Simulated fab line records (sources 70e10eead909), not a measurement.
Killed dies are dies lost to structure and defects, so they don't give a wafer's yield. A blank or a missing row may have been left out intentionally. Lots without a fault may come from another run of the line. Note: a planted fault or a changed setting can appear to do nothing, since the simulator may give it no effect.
Chamber matching + flow nand_harc + rie_diel-05 running NHARC_A_STAIRCASE_TRIM_220: 4 sister chambers
The step chemistry O2, time 211.2 s. 4 wafers are shown with their chamber, then 8 later ones without.

WAFERS WITH THEIR CHAMBER
| wafer  | chamber | drypump_motor_current_A (A) |
|--------|---------|-----------------------------|
| L077.6 | 0       | 5.41                        |
| L082.4 | 2       | 6.07                        |
| L082.6 | 3       | 5.76                        |
| L088.3 | 1       | 6.07                        |

WAFERS WHOSE CHAMBER IS MISSING
| wafer  | drypump_motor_current_A (A) |
|--------|-----------------------------|
| L088.4 | 5.42                        |
| L088.6 | 5.43                        |
| L091.1 | 6.09                        |
| L091.2 | 6.12                        |
| L091.3 | 5.78                        |
| L095.2 | 6.09                        |
| L095.3 | 6.07                        |
| L095.6 | 5.77                        |

EACH ONE'S CHAMBER
| wafer  | from the rows above     | in truth |
|--------|-------------------------|----------|
| L088.4 | 0                       | 0        |
| L088.6 | 0                       | 0        |
| L091.1 | can't be placed: 1 or 2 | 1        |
| L091.2 | can't be placed: 1 or 2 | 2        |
| L091.3 | 3                       | 3        |
| L095.2 | can't be placed: 1 or 2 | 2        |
| L095.3 | can't be placed: 1 or 2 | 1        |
| L095.6 | 3                       | 3        |
Correct placement for 4 of the 8. Unplaceable from these rows: 4, with the true chamber sitting among the candidates in 4. 0 placed wrongly.
How it was worked out, from the rows above alone: a wafer's distance from a chamber is the root of the sum, over the readings, of the square of ((its reading less the chamber's mean) divided by the reading's scatter). The wafer belongs to the nearest chamber; if the next one is less than 2 further off, it can't be placed. Each chamber's mean is taken over the wafers shown for it. The scatter: root of mean squared gap, hidden wafer to nearest shown wafer, with one shown wafer a chamber.
